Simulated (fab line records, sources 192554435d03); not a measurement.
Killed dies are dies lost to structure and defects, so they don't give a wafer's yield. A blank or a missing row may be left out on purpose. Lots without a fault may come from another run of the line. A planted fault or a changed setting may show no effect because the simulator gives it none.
Which tool did it? | flow n5_finfet | 8 lots, 24 wafers sampled, at 5 steps of a route of 1938

WHAT THE GAUGES READ, wafer by wafer
N5_BEOL_M4_RC_MEAS_101. Usual: DIBL_N 36.3 mV/V, standard deviation 1.4; DIBL_P 36.2 mV/V, standard deviation 1.5; IOFF_N 0.160 nA/um, standard deviation 0.021; IOFF_P 0.211 nA/um, standard deviation 0.027; ION_N 676 uA/um, standard deviation 7.7; ION_P 463 uA/um, standard deviation 5.5; SS_N 71.4 mV/dec, standard deviation 0.57; SS_P 73.3 mV/dec, standard deviation 0.58; VT_N 249.3 mV, standard deviation 2.5; VT_P -250.1 mV, standard deviation 2.6.
lot  | measured     | on        | DIBL_N (mV/V)  | DIBL_P (mV/V)  | IOFF_N (nA/um)    | IOFF_P (nA/um)    | ION_N (uA/um) | ION_P (uA/um) | SS_N (mV/dec)  | SS_P (mV/dec)  | VT_N (mV)         | VT_P (mV)            | flag
L548 | day 8 13:32  | prober-01 | 38.2 37.7 39.7 | 38.3 36.9 38.2 | 0.174 0.154 0.195 | 0.251 0.215 0.248 | 683 675 675   | 471 464 465   | 72.4 72.0 72.0 | 73.7 73.3 73.9 | 248.6 250.5 248.5 | -245.4 -246.7 -249.7 |
L553 | day 9 13:05  | prober-01 | 38.6 38.2 37.8 | 37.1 37.4 35.5 | 0.156 0.152 0.137 | 0.234 0.229 0.201 | 668 673 674   | 467 469 461   | 71.9 71.0 71.8 | 73.6 73.6 73.1 | 252.9 249.7 253.1 | -250.9 -249.4 -250.7 |
L554 | day 9 22:33  | prober-01 | 37.1 35.9 36.6 | 35.6 34.0 34.4 | 0.154 0.139 0.144 | 0.203 0.198 0.193 | 673 677 665   | 460 469 468   | 71.1 70.9 70.8 | 73.5 72.5 72.9 | 250.1 249.1 248.3 | -250.2 -248.9 -249.8 |
L555 | day 10 01:46 | prober-01 | 35.9 35.3 35.4 | 37.6 36.3 35.6 | 0.178 0.157 0.154 | 0.229 0.213 0.201 | 687 672 679   | 463 461 461   | 71.1 70.7 70.4 | 73.7 73.3 73.0 | 248.4 251.2 248.0 | -251.9 -250.3 -248.6 |
L559 | day 11 06:19 | prober-02 | 36.0 37.8 36.2 | 36.1 38.2 35.8 | 0.147 0.174 0.149 | 0.180 0.200 0.172 | 659 682 663   | 455 460 446   | 72.1 71.9 71.4 | 73.0 74.3 72.8 | 251.5 248.3 252.0 | -253.5 -251.7 -255.1 |
L561 | day 11 09:58 | prober-01 | 36.1 36.5 36.4 | 37.5 36.9 35.9 | 0.178 0.171 0.180 | 0.279 0.274 0.238 | 679 679 681   | 485 477 464   | 72.0 71.3 71.5 | 74.3 73.9 73.9 | 245.3 245.6 246.9 | -244.3 -241.4 -247.4 |
L564 | day 12 01:40 | prober-02 | 36.1 36.1 35.0 | 35.1 36.3 33.8 | 0.162 0.162 0.150 | 0.204 0.235 0.184 | 672 681 680   | 465 473 463   | 71.2 71.5 70.9 | 72.9 73.7 72.8 | 248.7 248.9 250.5 | -249.9 -248.9 -251.6 |
L566 | day 12 12:07 | prober-02 | 35.1 35.0 34.2 | 33.6 34.5 33.2 | 0.140 0.153 0.135 | 0.178 0.185 0.174 | 667 680 668   | 459 460 455   | 70.2 71.4 70.4 | 72.8 73.0 72.7 | 251.3 246.7 249.4 | -250.3 -255.1 -253.7 |

WHICH TOOL RAN EACH LOT (tool, then ch and the chambers of the sampled wafers, then the start)
lot  | N5_SD_EPI_N_ETCHBACK_44           | N5_SD_EPI_N_SD_RECESS_17        | N5_SD_EPI_P_ETCH_36               | N5_SD_EPI_P_ETCH_47
L548 | rie_diel-05 ch 0,1, day 3 08:52   | rie_si-06 ch 1,2,3, day 3 09:09 | rie_diel-03 ch 1,3, day 3 12:55   | rie_diel-03 ch 1,3, day 3 13:24
L553 | rie_diel-04 ch 0,3, day 4 14:04   | rie_si-03 ch 1,2, day 4 14:20   | rie_diel-02 ch 1,2, day 4 18:27   | rie_diel-02 ch 1,2, day 4 18:56
L554 | rie_diel-06 ch 1,2, day 4 20:05   | rie_si-05 ch 0,3, day 4 20:22   | rie_diel-01 ch 0,1,2, day 5 00:37 | rie_diel-01 ch 0,1,2, day 5 01:05
L555 | rie_diel-05 ch 0,2, day 5 02:24   | rie_si-03 ch 0,2,3, day 5 02:40 | rie_diel-03 ch 2,3, day 5 06:36   | rie_diel-03 ch 2,3, day 5 07:05
L559 | rie_diel-04 ch 0,1,3, day 6 05:29 | rie_si-05 ch 0,2,3, day 6 05:45 | rie_diel-03 ch 0,3, day 6 10:59   | rie_diel-03 ch 0,3, day 6 11:28
L561 | rie_diel-04 ch 1,2, day 6 17:45   | rie_si-05 ch 0,1,2, day 6 18:01 | rie_diel-03 ch 0,1,2, day 6 21:57 | rie_diel-03 ch 0,1,2, day 6 22:26
L564 | rie_diel-06 ch 0,1,2, day 7 08:07 | rie_si-03 ch 1,2,3, day 7 08:23 | rie_diel-03 ch 0,2,3, day 7 12:12 | rie_diel-03 ch 0,2,3, day 7 12:41
L566 | rie_diel-06 ch 0,3, day 7 21:32   | rie_si-06 ch 0,2,3, day 7 21:48 | rie_diel-02 ch 1,2, day 8 02:20   | rie_diel-02 ch 1,2, day 8 02:49
- N5_SD_EPI_N_ETCHBACK_44: etches SiNx in CH3F/O2, stops on SiO2, target depth 14.5 nm.
- N5_SD_EPI_N_SD_RECESS_17: chemistry HBr/Cl2/O2, target depth 41 nm, time 23.7 s, bt time 3 s.
- N5_SD_EPI_P_ETCH_36: etches SiARC in CF4, target depth 45.5 nm, time 75.8 s.
- N5_SD_EPI_P_ETCH_47: etches SiOCN in CH3F/O2, target depth 25 nm.

WHAT THE TOOLS THEMSELVES READ (means of the sampled wafers that have a number; where no wafer has one, the mark that the record gives instead)
N5_SD_EPI_N_ETCHBACK_44. Usual: bias_w 73.00 W, standard deviation 0.21; drypump_motor_current_A 5.8 A, standard deviation 0.42; oes_product_au 0.68 a.u., standard deviation 0.077; rf_vpp_V 299 V, standard deviation 3.1; showerhead_plenum_p_Torr 2.01 Torr, standard deviation 0.075; throttle_valve_pct 16.23 %, standard deviation 0.23.
lot  | tool        | bias_w (W) | drypump_motor_current_A (A) | oes_product_au (a.u.) | rf_vpp_V (V) | showerhead_plenum_p_Torr (Torr) | throttle_valve_pct (%) | flag
L548 | rie_diel-05 | 72.92      | 5.5                         | 0.65                  | 299          | 2.04                            | 16.28                  |
L553 | rie_diel-04 | 72.96      | 5.5                         | 0.73                  | 302          | 2.05                            | 16.23                  |
L554 | rie_diel-06 | 73.24      | 5.9                         | 0.71                  | 297          | 1.99                            | 16.26                  |
L555 | rie_diel-05 | 73.22      | 5.3                         | 0.60                  | 294          | 1.94                            | 16.53                  |
L559 | rie_diel-04 | 72.99      | 5.7                         | 0.70                  | 301          | 2.04                            | 16.16                  |
L561 | rie_diel-04 | 72.92      | 5.9                         | 0.71                  | 300          | 2.03                            | 16.28                  |
L564 | rie_diel-06 | 73.11      | 6.0                         | 0.68                  | 296          | 2.01                            | 16.25                  |
L566 | rie_diel-06 | 73.07      | 6.1                         | 0.62                  | 295          | 1.96                            | 16.16                  |

N5_SD_EPI_N_SD_RECESS_17. Usual: bias_w 112.0 W, standard deviation 0.35; drypump_motor_current_A 5.8 A, standard deviation 0.56; oes_product_au 0.999 a.u., standard deviation 0.016; throttle_valve_pct 36.99 %, standard deviation 0.17.
lot  | tool      | bias_w (W) | drypump_motor_current_A (A) | oes_product_au (a.u.) | throttle_valve_pct (%) | flag
L548 | rie_si-06 | 112.1      | 5.7                         | 0.991                 | 36.91                  |
L553 | rie_si-03 | 111.9      | 5.6                         | 0.993                 | 36.93                  |
L554 | rie_si-05 | 111.9      | 5.9                         | 1.011                 | 36.96                  |
L555 | rie_si-03 | 111.7      | 5.8                         | 0.997                 | 36.84                  |
L559 | rie_si-05 | 112.1      | 5.7                         | 1.013                 | 37.03                  |
L561 | rie_si-05 | 112.2      | 5.6                         | 0.999                 | 37.13                  |
L564 | rie_si-03 | 112.0      | 5.6                         | 0.995                 | 36.96                  |
L566 | rie_si-06 | 112.4      | 5.6                         | 0.994                 | 37.10                  |

N5_SD_EPI_P_ETCH_36. Usual: bias_w 36.01 W, standard deviation 0.1; drypump_motor_current_A 5.8 A, standard deviation 0.52; etch_rf_on_time_s 75.3 s, standard deviation 1.3; oes_product_au 0.71 a.u., standard deviation 0.081; rf_vpp_V 184.4 V, standard deviation 1; showerhead_plenum_p_Torr 2.18 Torr, standard deviation 0.063; throttle_valve_pct 15.50 %, standard deviation 0.25.
lot  | tool        | bias_w (W) | drypump_motor_current_A (A) | etch_rf_on_time_s (s) | oes_product_au (a.u.) | rf_vpp_V (V) | showerhead_plenum_p_Torr (Torr) | throttle_valve_pct (%) | flag
L548 | rie_diel-03 | 36.14      | 6.0                         | 74.8                  | 0.62                  | 184.9        | 2.20                            | 15.78                  |
L553 | rie_diel-02 | 36.04      | 5.3                         | 74.9                  | 0.69                  | 183.2        | 2.10                            | 15.70                  |
L554 | rie_diel-01 | 35.98      | 5.5                         | 74.0                  | 0.74                  | 184.6        | 2.17                            | 15.45                  |
L555 | rie_diel-03 | 35.95      | 5.9                         | 73.9                  | 0.84                  | 184.2        | 2.22                            | 15.36                  |
L559 | rie_diel-03 | 36.11      | 5.7                         | 74.7                  | 0.83                  | 184.4        | 2.15                            | 15.27                  |
L561 | rie_diel-03 | 36.02      | 6.2                         | 76.3                  | 0.74                  | 183.6        | 2.19                            | 15.34                  |
L564 | rie_diel-03 | 36.02      | 6.0                         | 75.0                  | 0.79                  | 183.9        | 2.18                            | 15.28                  |
L566 | rie_diel-02 | 36.02      | 5.5                         | 75.6                  | 0.62                  | 182.9        | 2.10                            | 15.92                  |

N5_SD_EPI_P_ETCH_47. Usual: bias_w 29.02 W, standard deviation 0.085; drypump_motor_current_A 5.8 A, standard deviation 0.51; oes_product_au 0.83 a.u., standard deviation 0.094; rf_vpp_V 127.9 V, standard deviation 1; showerhead_plenum_p_Torr 2.04 Torr, standard deviation 0.061; throttle_valve_pct 16.22 %, standard deviation 0.25.
lot  | tool        | bias_w (W) | drypump_motor_current_A (A) | oes_product_au (a.u.) | rf_vpp_V (V) | showerhead_plenum_p_Torr (Torr) | throttle_valve_pct (%) | flag
L548 | rie_diel-03 | 29.03      | 6.0                         | 0.72                  | 128.7        | 2.06                            | 16.49                  |
L553 | rie_diel-02 | 28.97      | 5.3                         | 0.79                  | 127.5        | 1.96                            | 16.43                  |
L554 | rie_diel-01 | 28.99      | 5.4                         | 0.87                  | 127.6        | 2.03                            | 16.16                  |
L555 | rie_diel-03 | 28.91      | 5.9                         | 0.98                  | 127.7        | 2.08                            | 16.09                  |
L559 | rie_diel-03 | 29.01      | 5.7                         | 0.96                  | 128.6        | 2.02                            | 16.00                  |
L561 | rie_diel-03 | 29.05      | 6.2                         | 1.03                  | 127.8        | 2.06                            | 16.09                  |
L564 | rie_diel-03 | 29.08      | 5.9                         | 1.01                  | 127.3        | 2.04                            | 16.00                  |
L566 | rie_diel-02 | 28.94      | 5.6                         | 0.72                  | 127.3        | 1.96                            | 16.66                  |

THE ANSWER, worked out from the rows above alone
Rule: a lot is off if the mean of its wafers that have a number lies more than 3 standard deviations from the usual mean. A lot without any number at a reading at which 4 lots or more have one is off too. The other lots that the step has rows for count as sound. The gauges are gone through in route order, then the tools' own readings, and for those a lot's mean is taken as printed above. The first step at which some lot is off is used, and at that step the reading that is off furthest; a lot without a number counts as furthest.
No lot is off at any reading shown: from this, nothing can be told.

WHAT THE SIMULATOR HAD PUT IN
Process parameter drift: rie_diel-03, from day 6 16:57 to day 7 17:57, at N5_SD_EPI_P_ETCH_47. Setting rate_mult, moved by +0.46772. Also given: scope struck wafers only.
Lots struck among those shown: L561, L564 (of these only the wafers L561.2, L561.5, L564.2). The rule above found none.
